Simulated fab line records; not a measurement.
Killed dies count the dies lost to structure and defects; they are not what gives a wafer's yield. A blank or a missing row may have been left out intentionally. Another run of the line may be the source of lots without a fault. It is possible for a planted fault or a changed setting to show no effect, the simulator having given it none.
fab line records | flow n5-finfet
record: lots: 6 wafers: 18 last-day: 18
route steps=1938 shown BEOL_M8@1350
lots that met no fault: from a run of the same line without faults
start-h: hours from the record's first day to the start of the lot's first wafer shown | wait-h: hours since the lot's step before | " identical to the entry in the row above | L1.1+2: a single row standing in for several wafers | - either no value or no given start | * or withheld: withheld | < > ~ a bound
route shown NAME@n: names a module that has steps shown in the file, with the first one's number in the route | usual: mean/standard deviation taken from wafers without a fault | same: alike in all rows | chamber/n: place in a boat | sites: per-site readings | _std_site: the values' standard deviation | _edge_site: outer sites' mean less inner sites' | radius-mm: how far each site lies from the wafer's centre | mask NAME#n: copy n | behind: tool/chamber where the wafer was last shaped | hold: why the lot went on hold/how many hours it stayed there/how the hold came to an end | device: which transistor (n, p or np) failed to switch | end of line: the tests these same wafers got at the end of their route | for a step that has no rows: nothing shown but its recipe | killed: count of dies lost to structure and defects at first sort (not the wafer's yield) | map: a wafer's dies, marking killed ones x, the rest . and places with no die _
set.NAME: the setting the step ran with; set.NAME@STEP: the setting that earlier step ran with | model.NAME: the simulator's own value behind a step, which no gauge read
certain route steps with their lots: each step a table, each wafer a row
services: from which hour (start-h, from the record's first day; less than 0 if before it) a tool's chamber was out of use, for how many hours, and why
== steps ==
step: N5_BEOL_M8_ETCH_62
recipe: chemistry: N2/H2 target: SOC target-depth-a: 1100 overetch-a: 220 mask-material: SiARC temp-c: 40 time-s: 165 ion-energy-ev: 200 pressure-mtorr: 30 source-w: 840 bias-w: 150 n2-flow-sccm: 200 h2-flow-sccm: 200
usual: drypump-motor-current-A: 5.7/0.33 oes-product-au: 0.68/0.068 rf-vpp-V: 523.6/2.6 showerhead-plenum-p-Torr: 2.54/0.087 temp-c: 40.00/0.1 throttle-valve-pct: 17.71/0.14
columns lot.wafer tool chamber start-h wait-h drypump-motor-current-A oes-product-au rf-hours-counter-h rf-vpp-V showerhead-plenum-p-Torr temp-c throttle-valve-pct
L698.1 rie-diel-02 1 193.62 0.0 5.9 0.75 23 522.3 2.49 39.70 17.59
L698.4 " 3 " " 5.2 0.62 191 527.0 2.64 40.15 17.72
L698.6 " 1 " " 5.9 0.76 - 521.7 2.49 39.93 17.60
L704.2 rie-diel-06 1 231.27 0.0 5.6 0.62 188 524.7 2.52 39.98 17.65
L704.5 " 3 " " 6.2 0.58 - 519.4 2.41 39.88 18.10
L704.6 " 0 " " 5.3 0.68 - 528.4 2.69 39.93 17.75
L711.1 rie-diel-01 0 294.52 0.0 5.2 0.75 39 520.9 2.48 39.91 17.70
L711.2 " 2 " " 5.8 0.69 95 522.7 2.46 40.03 17.48
L711.4 " 3 " " 6.4 0.74 52 522.5 2.48 39.85 17.59
L715.3 rie-diel-01 3 316.09 0.0 6.4 0.72 58 523.5 2.48 40.02 17.60
L715.5 " 2 " " 5.8 0.68 - 520.8 2.46 40.04 17.52
L715.6 " 1 " " 5.6 0.77 - 521.9 2.49 39.85 17.88
L716.3 rie-diel-02 3 316.34 0.0 5.2 0.59 236 525.6 2.62 40.01 17.80
L716.4 " 0 " " 5.9 0.58 215 525.3 2.61 40.09 17.69
L716.5 " 2 " " 5.7 0.69 - 521.2 2.47 40.10 17.69
L720.2 rie-diel-06 3 349.82 0.0 6.2 0.77 28 528.6 2.71 39.91 17.71
L720.3 " 2 " " 5.7 0.69 77 521.8 2.46 40.07 17.66
L720.4 " 1 " " 5.6 0.59 230 523.0 2.50 39.79 17.72
step: N5_BEOL_M8_STRIP_68
recipe: chemistry: N2/H2 temp-c: 40 n2-flow-sccm: 200 h2-flow-sccm: 200 rf-frequency-hz: 6e+07
step: N5_BEOL_M8_STRIP_67
recipe: chemistry: CF4 resist: SiARC power-w: 300 bias-power-w: 75 pressure-mtorr: 50 cf4-flow-sccm: 150 rf-frequency-hz: 6e+07
usual: bias-power-w: 75.01/0.23 cf4-flow-sccm: 150.0/0.51 drypump-motor-current-A: 5.7/0.33 oes-product-au: 0.80/0.08 rf-vpp-V: 271.0/1.6 showerhead-plenum-p-Torr: 1.79/0.054 throttle-valve-pct: 13.45/0.16
columns lot.wafer tool chamber start-h wait-h bias-power-w cf4-flow-sccm drypump-motor-current-A oes-product-au rf-hours-counter-h rf-vpp-V showerhead-plenum-p-Torr throttle-valve-pct
L698.1 rie-diel-02 1 193.77 0.0 74.83 150.5 5.8 0.89 23 269.4 1.76 13.28
L698.4 " 3 " " 74.99 150.0 5.2 0.73 191 273.3 1.84 13.48
L698.6 " 1 " " 74.97 149.6 5.8 0.89 - 270.4 1.76 13.28
L704.2 rie-diel-06 1 231.41 0.0 75.16 148.6 5.6 0.73 188 270.2 1.78 13.58
L704.5 " 3 " " 74.93 150.4 6.2 0.68 - 269.3 1.70 13.79
L704.6 " 0 " " 75.26 149.7 5.3 0.81 - 273.2 1.88 13.43
L711.1 rie-diel-01 0 294.67 0.0 75.17 150.9 5.2 0.88 39 271.5 1.75 13.43
L711.2 " 2 " " 75.00 149.3 5.8 0.81 95 267.7 1.74 13.21
L711.4 " 3 " " 74.97 149.9 6.4 0.87 52 270.3 1.75 13.33
L715.3 rie-diel-01 3 316.23 0.0 75.42 150.8 6.4 0.86 58 271.7 1.75 13.36
L715.5 " 2 " " 75.57 150.0 5.8 0.80 - 268.9 1.74 13.24
L715.6 " 1 " " 74.82 150.2 5.5 0.90 - 270.5 1.76 13.58
L716.3 rie-diel-02 3 316.49 0.0 75.29 149.6 5.2 0.69 236 272.6 1.83 13.58
L716.4 " 0 " " 75.42 150.7 5.8 0.68 215 273.2 1.84 13.48
L716.5 " 2 " " 74.74 150.2 5.7 0.82 - 269.9 1.74 13.35
L720.2 rie-diel-06 3 349.96 0.0 74.75 150.7 6.1 0.91 28 273.6 1.90 13.29
L720.3 " 2 " " 75.50 149.9 5.7 0.82 77 269.9 1.74 13.47
L720.4 " 1 " " 74.51 150.6 5.6 0.69 230 270.1 1.77 13.67
step: N5_BEOL_M8_HM_OPEN_17
recipe: chemistry: Cl2/BCl3 target-depth-a: 200 overetch-a: 60 target: TiN mask-material: SOC ion-energy-ev: 150 pressure-mtorr: 10 icp-w: 1000 bias-w: 126 Cl2_flow_sccm: 53.25 bcl3-flow-sccm: 21.75 Ar_flow_sccm: 25
usual: drypump-motor-current-A: 5.7/0.33 oes-product-au: 0.66/0.079 throttle-valve-pct: 22.18/0.28
columns lot.wafer tool chamber start-h wait-h drypump-motor-current-A oes-product-au rf-hours-counter-h throttle-valve-pct
L698.1 rie-metal-02 0 193.81 0.0 5.3 0.53 130 22.20
L698.4 " 1 " " 5.9 0.62 - 22.34
L698.6 " 1 " " 5.9 0.62 - 22.33
L704.2 rie-metal-02 1 231.48 0.1 5.9 0.61 - 22.35
L704.5 " 1 " " 5.9 0.62 - 22.36
L704.6 " 1 " " 5.9 0.62 - 22.37
L711.1 rie-metal-02 0 294.71 0.0 5.3 0.80 4 21.98
L711.2 " 1 " " 5.9 0.60 78 22.35
L711.4 " 0 " " 5.3 0.79 - 21.99
L715.3 rie-metal-02 0 316.31 0.1 5.3 0.78 - 21.98
L715.5 " 1 " " 5.9 0.60 - 22.37
L715.6 " 0 " " 5.3 0.79 - 21.97
L716.3 rie-metal-03 1 316.56 0.1 5.4 0.75 - 21.71
L716.4 " 0 " " 6.3 0.63 - 22.30
L716.5 " 1 " " 5.4 0.76 - 21.69
L720.2 rie-metal-03 0 350.01 0.0 6.3 0.63 58 22.30
L720.3 " 1 " " 5.4 0.74 - 21.69
L720.4 " 0 " " 6.3 0.63 - 22.31
step: N5_BEOL_M8_STRIP_19
recipe: chemistry: O2 power-w: 400 temp-c: 40 pressure-mtorr: 30 rf-frequency-hz: 6e+07 bias-power-w: 0 overash-fraction: 0.2 o2-flow-sccm: 225
usual: drypump-motor-current-A: 5.7/0.32 o2-flow-sccm: 224.9/0.69 oes-product-au: 0.81/0.085 rf-vpp-V: 3.7/0.58 showerhead-plenum-p-Torr: 2.09/0.069 temp-c: 39.99/0.12 throttle-valve-pct: 16.54/0.16
same: bias-power-w: 0
columns lot.wafer tool chamber start-h wait-h drypump-motor-current-A o2-flow-sccm oes-product-au rf-hours-counter-h rf-vpp-V showerhead-plenum-p-Torr temp-c throttle-valve-pct
L698.1 rie-diel-01 1 193.92 0.1 5.5 224.6 0.68 234 3.4 2.08 39.84 17.19
L698.4 " 3 " " 6.4 224.7 0.95 17 4.1 2.05 39.92 16.39
L698.6 " 2 " " 5.7 225.2 0.85 - 2.7 2.05 39.88 16.31
L704.2 rie-diel-02 1 231.66 0.1 5.8 226.5 0.87 38 3.3 2.05 39.95 16.43
L704.5 " 1 " " 5.9 226.4 0.86 - 3.2 2.05 40.05 16.42
L704.6 " 3 " " 5.2 224.8 0.70 - 4.4 2.17 40.06 16.62
L711.1 rie-diel-02 3 294.82 0.1 5.2 223.3 0.70 229 2.7 2.16 40.13 16.65
L711.2 " 2 " " 5.6 225.1 0.83 78 3.8 2.03 39.93 16.45
L711.4 " 0 " " 5.8 225.0 0.69 208 4.6 2.17 40.04 16.56
L715.3 rie-diel-02 3 316.51 0.2 5.2 223.8 0.70 236 3.9 2.15 40.19 16.66
L715.5 " 1 " " 5.9 225.8 0.83 - 3.5 2.04 40.08 16.50
L715.6 " 2 " " 5.7 224.0 0.82 - 2.5 2.03 39.82 16.46
L716.3 rie-diel-01 0 316.66 0.1 5.2 224.9 0.87 46 3.6 2.04 39.98 16.52
L716.4 " 2 " " 5.7 226.0 0.81 102 3.2 2.04 40.02 16.39
L716.5 " 1 " " 5.5 223.8 0.92 - 3.8 2.07 39.92 16.80
L720.2 rie-diel-02 2 350.24 0.2 5.7 226.0 0.80 99 3.1 2.02 40.07 16.50
L720.3 " 1 " " 5.8 223.9 0.81 80 3.4 2.03 39.64 16.50
L720.4 " 3 " " 5.2 225.4 0.68 246 3.6 2.15 40.01 16.68
step: N5_BEOL_M8_CD_MEAS_18
recipe: pitch-nm: 80 target-cd-nm: 40
usual: cd-nm: 40.0/0.5
columns lot.wafer tool chamber start-h wait-h cd-nm
L698.1 cd-sem-02 - 193.99 0.0 39.5
L698.4 " - " " 39.8
L698.6 " - " " 40.2
L704.2 cd-sem-03 - 231.74 0.1 40.1
L704.5 " - " " 39.8
L704.6 " - " " 40.7
L711.1 cd-sem-03 - 294.89 0.0 39.2
L711.2 " - " " 40.5
L711.4 " - " " 39.7
L715.3 cd-sem-01 - 316.58 0.1 39.9
L715.5 " - " " 39.9
L715.6 " - " " 40.0
L716.3 cd-sem-02 - 316.74 0.1 40.0
L716.4 " - " " 39.4
L716.5 " - " " 40.6
L720.2 cd-sem-01 - 350.32 0.1 40.1
L720.3 " - " " 40.2
L720.4 " - " " 39.8
step: N5_BEOL_M8_COAT_63
recipe: resist: SOC temp-c: 250 time-s: 60 spin-rpm: 1500 resist-thk-nm: 60
step: N5_BEOL_M8_COAT_64
recipe: resist: SiARC temp-c: 220 time-s: 60 spin-rpm: 1500 resist-thk-nm: 12
step: N5_BEOL_M8_COAT_71
recipe: resist: underlayer temp-c: 205 time-s: 60 spin-rpm: 1500 resist-thk-nm: 5
step: N5_BEOL_M8_COAT_22
recipe: resist: CAR-EUV spin-rpm: 1500 resist-thk-nm: 30
step: N5_BEOL_M8_EBR_24
recipe: solvent: PGMEA ebr-width-mm: 1.5
step: N5_BEOL_M8_SOFTBAKE_23
recipe: temp-c: 110 time-s: 60 resist: CAR-EUV
step: N5_BEOL_M8_EXPOSE_25
recipe: mask-id: V7 na: 0.33 source-shape: annular sigma-inner: 0.4 sigma-outer: 0.8 polarization: unpolarized target-cd-nm: 40 dose-mj: 42.5
usual: exposure-dose-mJ-cm2: 42.62/0.21 focus-offset-nm: 0.0/0.57 stage-msd-nm: 0.92/0.052
columns lot.wafer tool chamber start-h wait-h mask exposure-dose-mJ-cm2 focus-offset-nm stage-msd-nm
L698.1 euv-scanner-01 0 194.29 - V7#0 42.94 -0.3 0.85
L698.4 " 0 " " V7#0 42.84 0.4 0.84
L698.6 " 0 " " V7#0 42.92 -0.8 0.85
L704.2 euv-scanner-02 0 233.67 - V7#0 42.52 0.2 0.97
L704.5 " 0 " " V7#0 42.49 0.7 0.97
L704.6 " 0 " " V7#0 42.46 0.9 0.97
L711.1 euv-scanner-02 0 298.83 - V7#0 42.48 -0.2 0.96
L711.2 " 0 " " V7#0 42.49 -0.6 0.97
L711.4 " 0 " " V7#0 42.41 0.3 0.96
L715.3 euv-scanner-02 - 316.94 - V7#0 - - -
L715.5 " - " " V7#0 - - -
L715.6 " - " " V7#0 - - -
L716.3 euv-scanner-02 - 317.50 - V7#0 - - -
L716.4 " - " " V7#0 - - -
L716.5 " - " " V7#0 - - -
L720.2 euv-scanner-01 0 351.99 - V7#0 42.88 0.1 0.86
L720.3 " 0 " " V7#0 42.86 -0.6 0.86
L720.4 " 0 " " V7#0 42.87 -0.3 0.86
step: N5_BEOL_M8_PEB_26
recipe: peb-temp-c: 100 peb-time-s: 60 resist: CAR-EUV
== services ==
columns tool chamber start-h hours kind
rie-diel-01 3 177.60 5.2 repair
rie-diel-06 1 183.55 8.8 repair
euv-scanner-02 - 190.97 4.6 pm
euv-scanner-01 - 197.69 1.0 pm
rie-diel-02 0 212.15 22.1 repair
rie-diel-06 3 215.95 2.9 repair
euv-scanner-02 - 219.86 1.0 pm
euv-scanner-02 - 227.46 5.8 pm
rie-diel-01 1 240.61 - clean
rie-diel-01 1 240.61 - consumable-replace:focus-ring
rie-diel-01 1 240.61 16.8 scheduled-down
rie-diel-01 1 240.61 16.8 vent-cycle
euv-scanner-01 - 244.49 0.6 repair
euv-scanner-01 - 251.63 4.6 pm
rie-metal-03 - 265.67 0.1 repair
euv-scanner-02 - 276.01 1.0 pm
rie-diel-02 2 281.00 6.7 repair
euv-scanner-02 - 282.00 4.4 repair
rie-metal-02 - 291.07 2.8 pm
rie-diel-01 2 307.95 1.8 repair
euv-scanner-01 - 309.99 1.0 pm
euv-scanner-01 - 313.31 12.0 pm
euv-scanner-02 - 325.49 0.1 repair
euv-scanner-02 - 332.16 1.0 pm
== key ==
first-sign: step: N5_BEOL_M8_EXPOSE_25 reading: tool-record direction: missing
effect none on later readings
met-at N5_BEOL_M8_EXPOSE_25
struck-wafers L715.3,L715.5,L715.6,L716.3,L716.4,L716.5
later-rows-left-out L715.3,L715.5,L715.6,L716.3,L716.4,L716.5
sort-left-out L715.3,L715.5,L715.6,L716.3,L716.4,L716.5
onset-between 298.83 316.94
fault: kind: skipped-step-whole tool: euv-scanner-02 chamber: - onset-h: 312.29 steps: N5_BEOL_M8_EXPOSE_25 scope: struck-lots-only
sort-left-out: the simulated sort isn't trusted on such a fault, so these wafers' sort isn't shown, and their yield isn't known
later-rows-left-out: the simulator's readings of these wafers behind a module that went badly wrong aren't trusted and aren't shown, but for the sort
